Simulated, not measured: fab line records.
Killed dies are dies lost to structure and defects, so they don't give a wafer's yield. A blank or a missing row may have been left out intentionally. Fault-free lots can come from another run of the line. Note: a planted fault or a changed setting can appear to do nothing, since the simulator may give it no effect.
fab line records ; flow n5-finfet
record: lots: 4; wafers: 12; last-day: 16
route steps=1938 shown BEOL_M9@1413 PASSIVATION@1936
lots with no fault: from the same line, run without faults
start-h: hours from the record's opening day to when the first of the lot's shown wafers began ; wait-h: hours from the lot's prior step to this one ; " unchanged from the row above ; L1.1+2: one row covering several wafers at once ; - value missing, or start not given ; * or withheld: withheld ; < > ~ a bound
route shown NAME@n: NAME is a module with steps in the file, n the number in the route of the first one ; usual: mean and standard deviation over wafers with no fault ; same: alike in all rows ; chamber/n: place in a boat ; sites: per-site readings ; _std_site: standard deviation of those values ; _edge_site: mean of outer sites minus mean of inner sites ; radius-mm: how far each site lies from the wafer's centre ; mask NAME#n: copy n ; behind: the tool/chamber that last shaped the wafer ; hold: why the lot went on hold/how many hours it stayed there/how the hold came to an end ; device: which transistor (n, p or np) failed to switch ; end of line: the route-end tests of the same wafers ; a step given without rows: its recipe and nothing more ; killed: not the wafer's yield, but the dies lost to structure and defects at the first sort ; map: the dies of a wafer, with x for killed, . for not killed, _ for no die there
set.NAME: the setting the step ran with; set.NAME@STEP: the setting that earlier step ran with ; model.NAME: the simulator's own value behind a step, which no gauge read
lots at selected steps of the route; one table per step, one row per wafer
services: a tool's chamber out of use, with start hour (start-h, from the record's first day; less than 0 if before it), hours out, and reason
== steps ==
step: N5_BEOL_M9_DEVELOP_10
recipe: develop-time-s: 30; developer: TMAH; resist: CAR-ArF; rinse-liquid: diw; dry: air-spin; dev-temp-c: 23
step: N5_BEOL_M9_DESCUM_16
recipe: chemistry: O2; time-s: 7.9; source-power-w: 50; bias-power-w: 20; pressure-mtorr: 20; rf-frequency-hz: 2.712e+07; temp-c: 40; resist: CAR-ArF; o2-flow-sccm: 225
step: N5_BEOL_M9_ETCH_61
recipe: chemistry: CF4; target: SiARC; target-depth-a: 390; mask-material: CAR-ArF; time-s: 65; ion-energy-ev: 80; pressure-mtorr: 40; source-w: 545; bias-w: 36; Ar_flow_sccm: 100; cf4-flow-sccm: 100; ends: cleared
step: N5_BEOL_M9_ETCH_62
recipe: chemistry: N2/H2; target: SOC; target-depth-a: 1100; overetch-a: 220; mask-material: SiARC; temp-c: 40; time-s: 165; ion-energy-ev: 200; pressure-mtorr: 30; source-w: 840; bias-w: 150; n2-flow-sccm: 200; h2-flow-sccm: 200
step: N5_BEOL_M9_STRIP_68
recipe: chemistry: N2/H2; temp-c: 40; n2-flow-sccm: 200; h2-flow-sccm: 200; rf-frequency-hz: 6e+07
step: N5_BEOL_M9_STRIP_67
recipe: chemistry: CF4; resist: SiARC; power-w: 300; bias-power-w: 75; pressure-mtorr: 50; cf4-flow-sccm: 150; rf-frequency-hz: 6e+07
step: N5_BEOL_M9_HM_OPEN_17
recipe: chemistry: Cl2/BCl3; target-depth-a: 200; overetch-a: 60; target: TiN; mask-material: SOC; ion-energy-ev: 150; pressure-mtorr: 10; icp-w: 1000; bias-w: 126; Cl2_flow_sccm: 53.25; bcl3-flow-sccm: 21.75; Ar_flow_sccm: 25
step: N5_BEOL_M9_STRIP_19
recipe: chemistry: O2; power-w: 400; temp-c: 40; pressure-mtorr: 30; rf-frequency-hz: 6e+07; bias-power-w: 0; overash-fraction: 0.2; o2-flow-sccm: 225
step: N5_BEOL_M9_COAT_63
recipe: resist: SOC; temp-c: 250; time-s: 60; spin-rpm: 1500; resist-thk-nm: 60
usual: chill-plate-temp-C: 23.00/0.097; dispense-pressure-kPa: 48/3.7; spin-speed-rpm: 1500.1/0.93
lot.wafer;tool;chamber;start-h;wait-h;chill-plate-temp-C;dispense-pressure-kPa;spin-speed-rpm;model.SOC_of_BEOL_M9_COAT_63.thk-nm
L212.3;litho-track-01;0;221.31;2.1;23.03;52;1500.9;60
L212.5;litho-track-01;0;221.31;2.1;22.95;52;1500.3;60
L212.6;litho-track-01;0;221.31;2.1;23.00;52;1500.3;60
L225.2;litho-track-01;0;286.12;1.3;22.95;52;1462.7;61.2
L225.5;litho-track-01;0;286.12;1.3;23.01;52;1462.9;61
L225.6;litho-track-01;0;286.12;1.3;23.14;52;1461.6;61
L224.1;litho-track-01;0;288.39;0.2;22.89;52;1461.8;61.2
L224.2;litho-track-01;0;288.39;0.2;23.11;52;1461.3;61
L224.4;litho-track-01;0;288.39;0.2;22.99;52;1461.4;61
L227.2;litho-track-04;0;319.14;3.1;23.09;48;1499.0;60
L227.4;litho-track-04;0;319.14;3.1;23.01;48;1500.7;59.8
L227.6;litho-track-04;0;319.14;3.1;22.94;48;1499.2;60
step: N5_BEOL_M9_COAT_64
recipe: resist: SiARC; temp-c: 220; time-s: 60; spin-rpm: 1500; resist-thk-nm: 12
step: N5_BEOL_M9_COAT_75
recipe: resist: underlayer; temp-c: 205; time-s: 60; spin-rpm: 1500; resist-thk-nm: 5
step: N5_BEOL_M9_COAT_22
recipe: resist: CAR-EUV; spin-rpm: 1500; resist-thk-nm: 30
step: N5_BEOL_M9_EBR_24
recipe: solvent: PGMEA; ebr-width-mm: 1.5
step: N5_BEOL_M9_SOFTBAKE_23
recipe: temp-c: 110; time-s: 60; resist: CAR-EUV
step: N5_BEOL_M9_EXPOSE_25
recipe: mask-id: V8; na: 0.33; source-shape: annular; sigma-inner: 0.4; sigma-outer: 0.8; polarization: unpolarized; dose-mj: 37.25
step: N5_BEOL_M9_PEB_26
recipe: peb-temp-c: 100; peb-time-s: 60; resist: CAR-EUV
step: N5_BEOL_M9_DEVELOP_27
recipe: develop-time-s: 30; developer: TMAH; resist: CAR-EUV; rinse-liquid: surfactant-rinse; dry: air-spin; dev-temp-c: 23
step: N5_BEOL_M9_DESCUM_33
recipe: chemistry: O2; time-s: 7; source-power-w: 50; bias-power-w: 20; pressure-mtorr: 20; rf-frequency-hz: 2.712e+07; temp-c: 40; resist: CAR-EUV; o2-flow-sccm: 225
step: N5_BEOL_M9_ETCH_76
recipe: chemistry: N2/H2; target: underlayer; target-depth-a: 65; mask-material: CAR-EUV; time-s: 5.2; ion-energy-ev: 200; pressure-mtorr: 30; source-w: 840; bias-w: 150; n2-flow-sccm: 200; h2-flow-sccm: 200; ends: cleared
step: N5_BEOL_M9_ETCH_65
recipe: chemistry: CF4; target: SiARC; target-depth-a: 156; mask-material: CAR-EUV; time-s: 26; ion-energy-ev: 80; pressure-mtorr: 40; source-w: 545; bias-w: 36; Ar_flow_sccm: 100; cf4-flow-sccm: 100; ends: cleared
step: N5_BEOL_M9_ETCH_66
recipe: chemistry: N2/H2; target: SOC; target-depth-a: 800; overetch-a: 160; mask-material: SiARC; temp-c: 40; time-s: 120; ion-energy-ev: 200; pressure-mtorr: 30; source-w: 840; bias-w: 150; n2-flow-sccm: 200; h2-flow-sccm: 200
usual: drypump-motor-current-A: 5.5/0.48; h2-flow-sccm: 200.0/0.65; oes-product-au: 0.60/0.066; rf-vpp-V: 524.1/2.2; showerhead-plenum-p-Torr: 2.54/0.074; throttle-valve-pct: 17.79/0.19
lot.wafer;tool;chamber;start-h;wait-h;drypump-motor-current-A;h2-flow-sccm;oes-product-au;rf-hours-counter-h;rf-vpp-V;showerhead-plenum-p-Torr;throttle-valve-pct;model.etch.depth-nm
L212.3;rie-diel-03;2;222.32;0.0;4.8;200.3;0.71;18;525.4;2.60;17.70;59.97
L212.5;rie-diel-03;3;222.32;0.0;5.3;199.7;0.53;-;523.2;2.51;17.80;60.06
L212.6;rie-diel-03;0;222.32;0.0;5.5;199.0;0.61;-;524.5;2.56;17.76;60.07
L225.2;rie-diel-05;0;286.71;0.0;6.4;200.1;0.73;14;523.6;2.49;17.79;61.12
L225.5;rie-diel-05;0;286.71;0.0;6.5;200.2;0.72;-;523.3;2.49;17.78;61.05
L225.6;rie-diel-05;3;286.71;0.0;5.5;201.1;0.56;-;519.4;2.42;18.01;60.92
L224.1;rie-diel-03;0;288.86;0.0;5.6;199.9;0.60;135;523.6;2.55;17.83;61.17
L224.2;rie-diel-03;1;288.86;0.0;5.4;199.4;0.60;142;525.1;2.54;17.64;61.01
L224.4;rie-diel-03;2;288.86;0.0;4.8;200.0;0.68;39;524.6;2.59;17.72;61.03
L227.2;rie-diel-05;0;319.77;0.0;6.4;199.9;0.70;25;521.6;2.49;17.82;60.06
L227.4;rie-diel-05;2;319.77;0.0;6.4;200.5;0.71;-;528.7;2.72;17.76;59.87
L227.6;rie-diel-05;0;319.77;0.0;6.4;200.0;0.70;-;522.9;2.49;17.79;60.01
step: N5_BEOL_M9_STRIP_69
recipe: chemistry: N2/H2; temp-c: 40; n2-flow-sccm: 200; h2-flow-sccm: 200; rf-frequency-hz: 6e+07
step: N5_BEOL_M9_STRIP_77
recipe: chemistry: N2/H2; temp-c: 40; n2-flow-sccm: 200; h2-flow-sccm: 200; rf-frequency-hz: 6e+07
step: N5_BEOL_M9_VIA_ETCH_34
recipe: chemistry: C4F6/O2; target: SiCOH_lowk; target-depth-a: 1824; mask-material: SOC; taper-deg: 4; time-s: 68.4; ion-energy-ev: 250; pressure-mtorr: 30; source-w: 345; bias-w: 185; Ar_flow_sccm: 300; C4F6_flow_sccm: 10; O2_flow_sccm: 10
usual: drypump-motor-current-A: 5.5/0.47; oes_f_703_au: 0.79/0.085; oes-product-au: 0.78/0.092; rf-vpp-V: 661/9.9; showerhead-plenum-p-Torr: 2.85/0.079; throttle-valve-pct: 20.90/0.17
lot.wafer;tool;chamber;start-h;wait-h;drypump-motor-current-A;oes_f_703_au;oes-product-au;rf-hours-counter-h;rf-vpp-V;showerhead-plenum-p-Torr;throttle-valve-pct;model.SOC_of_BEOL_M9_COAT_63.thk-nm
L212.3;rie-diel-03;2;222.42;0.0;4.9;0.93;0.93;18;656;2.92;20.84;50.8
L212.5;rie-diel-03;3;222.42;0.0;5.4;0.70;0.70;-;661;2.83;20.95;51
L212.6;rie-diel-03;0;222.42;0.0;5.6;0.81;0.80;-;654;2.85;20.73;50.8
L225.2;rie-diel-05;0;286.81;0.0;6.5;0.96;0.95;14;667;2.80;20.97;51.8
L225.5;rie-diel-05;0;286.81;0.0;6.4;0.94;0.96;-;666;2.80;20.98;51.8
L225.6;rie-diel-05;3;286.81;0.0;5.5;0.72;0.72;-;650;2.72;21.14;51.8
L224.1;rie-diel-03;0;288.96;0.0;5.5;0.79;0.77;135;653;2.84;20.77;52
L224.2;rie-diel-03;1;288.96;0.0;5.4;0.79;0.77;142;660;2.86;20.85;52
L224.4;rie-diel-03;2;288.96;0.0;4.8;0.89;0.89;39;655;2.91;20.88;51.8
L227.2;rie-diel-05;0;319.87;0.0;6.5;0.92;0.92;25;665;2.80;20.98;50.8
L227.4;rie-diel-05;2;319.87;0.0;6.4;0.92;0.95;-;686;3.02;20.82;50.6
L227.6;rie-diel-05;0;319.87;0.0;6.5;0.91;0.93;-;667;2.80;20.97;50.8
step: N5_BEOL_M9_STRIP_73
recipe: chemistry: C4F6/O2; resist: SiARC; rf-frequency-hz: 6e+07
step: N5_PASSIVATION_PROBE_49
usual: defect-limited-yield: 91.5/1.4; killed_at_M0_to_M3: 33/10; killed_at_M4_up: 13/5; killed-at-contacts: 13/5.6; killed-at-front-end: 38/12; killed-at-other: 3.9/2.7; killed-dies: 100/16; killed-open: 66/13; killed-short: 32/7.2; sort_bin_5_function: 5.0/0.97; sort_bin_6_memory: 3.2/0.61; sort-n-pass: 1080/16; sort-yield-pct: 91.5/1.4
same: gross-dies: 1180; killed-at-back-side: 0; sort_bin_4_leakage[%]: 0; sort_bin_8_speed[%]: 0
lot.wafer;tool;chamber;start-h;wait-h;defect-limited-yield[%];killed_at_M0_to_M3;killed_at_M4_up;killed-at-contacts;killed-at-front-end;killed-at-other;killed-dies;killed-open;killed-short;sort_bin_5_function[%];sort_bin_6_memory[%];sort-n-pass;sort-yield-pct[%]
L212.3;prober-02;-;289.45;0.1;90.8;37;27;9;31;5;109;72;37;6.2;2.6;1071;90.8
L212.5;prober-02;-;289.55;0.2;90.8;58;4;16;26;4;108;59;46;4.3;4.4;1072;90.8
L212.6;prober-02;-;289.60;0.3;90.4;20;19;18;53;3;113;70;43;5.6;3.6;1067;90.4
killed by level:class
L212.3 BEOL_M4:geometric-particle:open=14 MOL_CONTACT_COAG:geometric-particle:open=8 BEOL_M0_SAQP:geometric-particle:short=8 BEOL_M3:geometric-particle:open=7 BEOL_M0_SAQP:geometric-particle:open=6 GATE_CUT:geometric-particle:open=5 FIN_SAQP:geometric-particle:open=4 STI_FIN_REVEAL:geometric-particle:open=4
L212.5 MOL_CONTACT_COAG:geometric-particle:open=12 BEOL_M0_SAQP:geometric-particle:short=10 BEOL_M0_SAQP:geometric-particle:open=8 BEOL_M1:geometric-particle:open=8 BEOL_M3:geometric-particle:open=8 STI_FIN_REVEAL:geometric-particle:open=7 BEOL_M2:geometric-particle:short=7 FIN_SAQP:geometric-particle:short=6
L212.6 MOL_CONTACT_COAG:geometric-particle:open=15 FIN_SAQP:geometric-particle:open=13 BEOL_M4:geometric-particle:open=11 FIN_SAQP:geometric-particle:short=10 SPACER0:geometric-particle:short=7 DUMMY_GATE:geometric-particle:open=5 STI_FIN_REVEAL:geometric-particle:open=5 GATE_CUT:geometric-particle:short=4
== services ==
tool;chamber;start-h;hours;kind
rie-diel-05;0;215.24;3.8;repair
rie-diel-05;0;241.21;-;clean
rie-diel-05;0;241.21;-;consumable-replace:focus-ring
rie-diel-05;0;241.21;16.2;scheduled-down
rie-diel-05;0;241.21;16.2;vent-cycle
rie-diel-05;-;253.86;0.2;repair
rie-diel-05;2;270.57;-;clean
rie-diel-05;2;270.57;-;consumable-replace:focus-ring
rie-diel-05;2;270.57;-;consumable-replace:showerhead
rie-diel-05;2;270.57;31.4;scheduled-down
rie-diel-05;2;270.57;31.4;vent-cycle
litho-track-01;-;281.54;-;consumable-replace:filter
rie-diel-03;0;312.23;12.7;repair
rie-diel-05;1;313.46;-;clean
rie-diel-05;1;313.46;-;consumable-replace:focus-ring
rie-diel-05;1;313.46;15.3;scheduled-down
rie-diel-05;1;313.46;15.3;vent-cycle
== key ==
first-sign: step: N5_BEOL_M9_COAT_63; reading: spin-speed-rpm; direction: down; sigmas: 41; usual: *; struck: *
effect none on later readings
model-effect: step: N5_BEOL_M9_COAT_63; value: SOC_of_BEOL_M9_COAT_63.thk-nm; without: 60.27; struck: 61.07
model-effect: step: N5_BEOL_M9_ETCH_66; value: etch.depth-nm; without: 60.26; struck: 61.05
model-effect: step: N5_BEOL_M9_VIA_ETCH_34; value: SOC_of_BEOL_M9_COAT_63.thk-nm; without: 51.07; struck: 51.87
met-at N5_BEOL_M9_COAT_63
struck-wafers L224.1,L224.2,L224.4,L225.2,L225.5,L225.6
onset-between 221.31 286.12
fault: kind: process-parameter-drift; tool: litho-track-01; chamber: -; onset-h: 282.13; steps: N5_BEOL_M9_COAT_63; channel: spin-rpm; offset: *; shape: step; end-h: 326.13; acts-in: *; stated: *
